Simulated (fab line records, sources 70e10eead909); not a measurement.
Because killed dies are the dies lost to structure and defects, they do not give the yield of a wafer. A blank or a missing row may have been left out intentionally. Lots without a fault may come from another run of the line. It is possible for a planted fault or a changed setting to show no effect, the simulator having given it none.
Which tool was responsible?	flow nand harc	Sampling: 11 lots, 33 wafers, 5 of 1159 route steps

## WHAT EACH GAUGE READ, for each wafer
NHARC_END_SORT_01. Usual: killed at array 27, standard deviation 9.9; killed at other 0.5, standard deviation 0.76; killed at periphery 3.4, standard deviation 2.2; killed dies 31, standard deviation 10; killed open 3.3, standard deviation 2; killed short 2.0, standard deviation 1.5.
lot	measured	on	killed at array	killed at other	killed at periphery	killed dies	killed open	killed short	flag
L736	day 23 22:16	prober-01	15 530 14	1 0 2	6 2 6	22 532 22	5 3 7	1 1 1	OFF

## TOOL THAT RAN EACH LOT (tool first, then ch and the chambers of the sampled wafers, then the start)
lot	NHARC_A_STAIRCASE_TRIM_24	NHARC_A_STAIRCASE_DESCUM_186	NHARC_A_STAIRCASE_ETCH_197	NHARC_A_STAIRCASE_TRIM_202
L717	rie diel-13 ch 0,2,3, day 11 06:47 or earlier	rie diel-13 ch 0,1,3, day 11 06:47	rie diel-13 ch 0,2,3, day 11 08:06	rie diel-13 ch 0,1,3, no start
L718	rie diel-13 ch 0,2,3, day 11 11:48 or earlier	rie diel-11 ch 0,3, day 11 11:48	rie diel-11 ch 2,3, day 11 13:09	rie diel-11 ch 2,3, no start
L720	rie diel-11 ch 2,3, day 11 21:26 or earlier	rie diel-01 ch 0,1,3, day 11 21:26	rie diel-11 ch 0,2,3, day 11 22:46	rie diel-11 ch 0,2,3, no start
L721	rie diel-01 ch 1,3, day 12 08:59 or earlier	rie diel-13 ch 0,2, day 12 08:59	rie diel-13 ch 1,3, day 12 10:28	rie diel-13 ch 1,2, no start
L722	rie diel-13 ch 0,1,3, day 12 09:35 or earlier	rie diel-11 ch 0,2,3, day 12 09:35	rie diel-11 ch 1,2,3, day 12 11:01	rie diel-11 ch 0,1,2, no start
L724	rie diel-01 ch 0,1,3, day 12 22:32 or earlier	rie diel-13 ch 2,3, day 12 22:32	rie diel-01 ch 1,2,3, day 12 23:52	rie diel-01 ch 0,1,2, no start
L725	rie diel-11 ch 1,2,3, day 13 03:17 or earlier	rie diel-11 ch 0,2,3, day 13 03:17	rie diel-13 ch 0,2,3, day 13 04:56	rie diel-13 ch 0,1,3, no start
L729	rie diel-13 ch 0,1,2, day 14 01:07 or earlier	rie diel-13 ch 2,3, day 14 01:07	rie diel-11 ch 0,2, day 14 02:31	rie diel-11 ch 0,2,3, no start
L728	rie diel-11 ch 0,1,2, day 14 09:15 or earlier	rie diel-13 ch 0,1, day 14 09:15	rie diel-13 ch 0,1,2, day 14 10:49	rie diel-13 ch 1,2, no start
L732	rie diel-11 ch 0,1,3, day 14 18:37 or earlier	rie diel-11 ch 0,1,2, day 14 18:37	rie diel-13 ch 0,2,3, day 14 20:08	rie diel-13 ch 0,2,3, no start
L736	rie diel-11 ch 0,2, day 15 18:33 or earlier	rie diel-01 ch 0,1, day 15 18:33	rie diel-01 ch 2,3, day 15 19:52	rie diel-01 ch 0,1,2, day 23 22:16 or earlier
- NHARC_A_STAIRCASE_TRIM_24: chemistry O2, time 211.2 s.
- NHARC_A_STAIRCASE_DESCUM_186: chemistry O2, time 3 s.
- NHARC_A_STAIRCASE_ETCH_197: etches the open film in C4F8/O2, target depth 100 nm, time 40.5 s.
- NHARC_A_STAIRCASE_TRIM_202: chemistry O2, time 211.2 s.

## WHAT THE TOOLS THEMSELVES READ (means of the sampled wafers that have a number; where no wafer has one, the mark that the record gives instead)
NHARC_A_STAIRCASE_TRIM_24. Usual: drypump motor current A 5.7 A, standard deviation 0.41; oes product au 1.003 a.u., standard deviation 0.013; rf vpp V 57.8 V, standard deviation 0.9; showerhead plenum p Torr 3.57 Torr, standard deviation 0.12; throttle valve pct 17.037 %, standard deviation 0.0089.
lot	tool	drypump motor current A (A)	oes product au (a.u.)	rf vpp V (V)	showerhead plenum p Torr (Torr)	throttle valve pct (%)	flag
L717	rie diel-13	5.8	1.005	57.7	3.60	17.039	
L718	rie diel-13	5.8	1.011	57.8	3.60	17.048	
L720	rie diel-11	5.7	0.992	56.8	3.50	17.034	
L721	rie diel-01	6.0	1.006	57.1	3.42	17.039	
L722	rie diel-13	5.9	1.000	58.2	3.61	17.034	
L724	rie diel-01	5.8	0.999	58.3	3.50	17.034	
L725	rie diel-11	5.7	0.993	57.5	3.51	17.044	
L729	rie diel-13	5.8	1.008	58.3	3.64	17.048	
L728	rie diel-11	5.6	0.991	57.7	3.51	17.034	
L732	rie diel-11	5.7	0.990	57.7	3.60	17.037	
L736	rie diel-11	5.5	1.009	58.1	3.59	17.029	

NHARC_A_STAIRCASE_DESCUM_186. Usual: drypump motor current A 5.7 A, standard deviation 0.44; oes product au 1.004 a.u., standard deviation 0.013; rf vpp V 57.9 V, standard deviation 0.89; showerhead plenum p Torr 1.94 Torr, standard deviation 0.071; throttle valve pct 11.311 %, standard deviation 0.0096.
lot	tool	drypump motor current A (A)	oes product au (a.u.)	rf vpp V (V)	showerhead plenum p Torr (Torr)	throttle valve pct (%)	flag
L717	rie diel-13	5.8	1.013	57.9	1.96	11.310	
L718	rie diel-11	5.6	0.995	58.6	2.01	11.315	
L720	rie diel-01	5.8	0.998	58.3	1.90	11.309	
L721	rie diel-13	6.2	1.009	57.8	2.02	11.316	
L722	rie diel-11	5.6	0.995	57.3	1.95	11.301	
L724	rie diel-13	5.4	1.010	57.0	1.89	11.311	
L725	rie diel-11	5.6	0.991	57.6	1.95	11.312	
L729	rie diel-13	5.3	1.014	58.5	1.91	11.319	
L728	rie diel-13	5.9	1.011	58.2	1.98	11.314	
L732	rie diel-11	5.6	1.004	58.0	1.90	11.309	
L736	rie diel-01	5.7	1.005	57.9	1.84	11.306	

NHARC_A_STAIRCASE_ETCH_197. Usual: oes product au 0.953 a.u., standard deviation 0.015; rf fwd power W 593.1 W, standard deviation 2.3; rf vpp V 898 V, standard deviation 4.6; run length s 61.8 s, standard deviation 0.41.
lot	tool	oes product au (a.u.)	rf fwd power W (W)	rf vpp V (V)	run length s (s)	flag
L717	rie diel-13	0.951	593.7	899	61.8	
L718	rie diel-11	0.932	594.2	898	61.3	
L720	rie diel-11	0.957	593.8	898	61.9	
L721	rie diel-13	0.946	592.2	896	61.5	
L722	rie diel-11	0.941	595.1	895	61.6	
L724	rie diel-01	0.957	594.5	896	61.6	
L725	rie diel-13	0.958	592.0	898	61.9	
L729	rie diel-11	0.981	595.8	899	62.1	
L728	rie diel-13	0.961	592.7	900	61.8	
L732	rie diel-13	0.960	592.4	898	62.0	
L736	rie diel-01	0.936	589.4	901	58.6	OFF

NHARC_A_STAIRCASE_TRIM_202. Usual: drypump motor current A 5.7 A, standard deviation 0.41; oes product au 1.004 a.u., standard deviation 0.015; rf vpp V 57.9 V, standard deviation 0.9; showerhead plenum p Torr 3.57 Torr, standard deviation 0.13; throttle valve pct 17.036 %, standard deviation 0.01.
lot	tool	drypump motor current A (A)	oes product au (a.u.)	rf vpp V (V)	showerhead plenum p Torr (Torr)	throttle valve pct (%)	flag
L717	rie diel-13	5.9	0.998	58.0	3.61	17.028	
L718	rie diel-11	5.7	0.987	58.2	3.58	17.039	
L720	rie diel-11	5.6	1.003	58.7	3.60	17.047	
L721	rie diel-13	5.3	1.012	57.7	3.58	17.037	
L722	rie diel-11	5.6	0.994	57.2	3.52	17.042	
L724	rie diel-01	5.7	1.012	57.5	3.54	17.029	
L725	rie diel-13	5.9	1.020	58.6	3.60	17.033	
L729	rie diel-11	5.6	0.994	58.6	3.59	17.026	
L728	rie diel-13	5.4	1.013	58.0	3.57	17.037	
L732	rie diel-13	5.8	1.017	58.0	3.59	17.035	
L736	rie diel-01	5.7	1.001	57.5	3.53	17.024	

## THE ANSWER, worked out from the rows above alone
Rule: a lot is off if the mean of its wafers that have a number lies more than 3 standard deviations from the usual mean. A lot without any number at a reading at which 4 lots or more have one is off too. Where the step has rows for the other lots, those lots are counted as sound. The gauges are gone through in route order, then the tools' own readings, and for those a lot's mean is taken as printed above. The first step at which some lot is off is used, and at that step the reading that is off furthest; a lot without a number counts as furthest.
Off: L736, at NHARC_END_SORT_01 (killed dies). Neither off nor sound, because the step has no rows for them: L717, L718, L720, L721, L722, L724, L725, L729, L728, L732.
A tool fits if, at a process step before that reading, it ran every lot that is off, and no sound lot after the first of them. Not tried: the gauges at NHARC_END_SORT_01; whatever is off there is also off at NHARC_A_STAIRCASE_ETCH_197, on other tools, and gauge error can't account for it. Because NHARC_A_STAIRCASE_TRIM_24 lacks a start for some lots, the hours and order of its lots are taken from NHARC_A_STAIRCASE_DESCUM_186. Because NHARC_A_STAIRCASE_TRIM_202 lacks a start for some lots, the hours and order of its lots are taken from NHARC_END_SORT_01. Can't be told from this: 2 tools fit, rie diel-11 at NHARC_A_STAIRCASE_TRIM_24, rie diel-01 at NHARC_A_STAIRCASE_DESCUM_186 and NHARC_A_STAIRCASE_ETCH_197 and NHARC_A_STAIRCASE_TRIM_202.

## WHAT THE SIMULATOR HAD PUT IN
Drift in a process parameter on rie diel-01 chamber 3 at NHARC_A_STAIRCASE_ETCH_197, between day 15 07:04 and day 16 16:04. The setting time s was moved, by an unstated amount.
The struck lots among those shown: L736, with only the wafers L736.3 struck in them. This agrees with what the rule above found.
